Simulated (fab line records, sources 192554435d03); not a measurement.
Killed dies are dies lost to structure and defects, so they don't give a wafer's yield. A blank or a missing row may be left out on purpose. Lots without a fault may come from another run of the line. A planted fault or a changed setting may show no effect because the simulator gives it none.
Chamber matching | flow n5_finfet | N5_FIN_SAQP_ETCH_65 on rie_si-04: 4 sister chambers
The step etches SiO2 in CF4, target depth 4 nm, time 4.4 s. 4 wafers are shown with their chamber, then 11 later ones without.

WAFERS WITH THEIR CHAMBER
wafer  | chamber | throttle_valve_pct (%)
L083.1 | 0       | 21.49
L088.5 | 2       | 21.70
L088.6 | 3       | 21.99
L089.3 | 1       | 22.09

WAFERS WITHOUT THEIR CHAMBER
wafer  | throttle_valve_pct (%)
L089.4 | 22.00
L089.6 | 22.08
L092.1 | 21.48
L092.4 | 21.99
L092.6 | 21.98
L094.2 | 22.10
L094.3 | 22.01
L094.5 | 21.70
L095.4 | 21.49
L095.5 | 21.98
L095.6 | 21.70

WHICH CHAMBER EACH WENT THROUGH
wafer  | from the rows above | in truth
L089.4 | 3                   | 3
L089.6 | 1                   | 1
L092.1 | 0                   | 0
L092.4 | 3                   | 3
L092.6 | 3                   | 3
L094.2 | 1                   | 1
L094.3 | 3                   | 3
L094.5 | 2                   | 2
L095.4 | 0                   | 0
L095.5 | 3                   | 3
L095.6 | 2                   | 2
Placed correctly: 11 of 11. Can't be placed from these rows: 0. Placed wrongly: 0.
How it was worked out, from the rows above alone: a wafer's distance from a chamber is the root of the sum, over the readings, of the square of ((its reading less the chamber's mean) divided by the reading's scatter). The wafer belongs to the nearest chamber; if the next one is less than 2 further off, it can't be placed. A chamber's mean is the mean of its shown wafers. The scatter: with one shown wafer a chamber, the root of the mean of the squares of how far each hidden wafer lies from its nearest shown one.
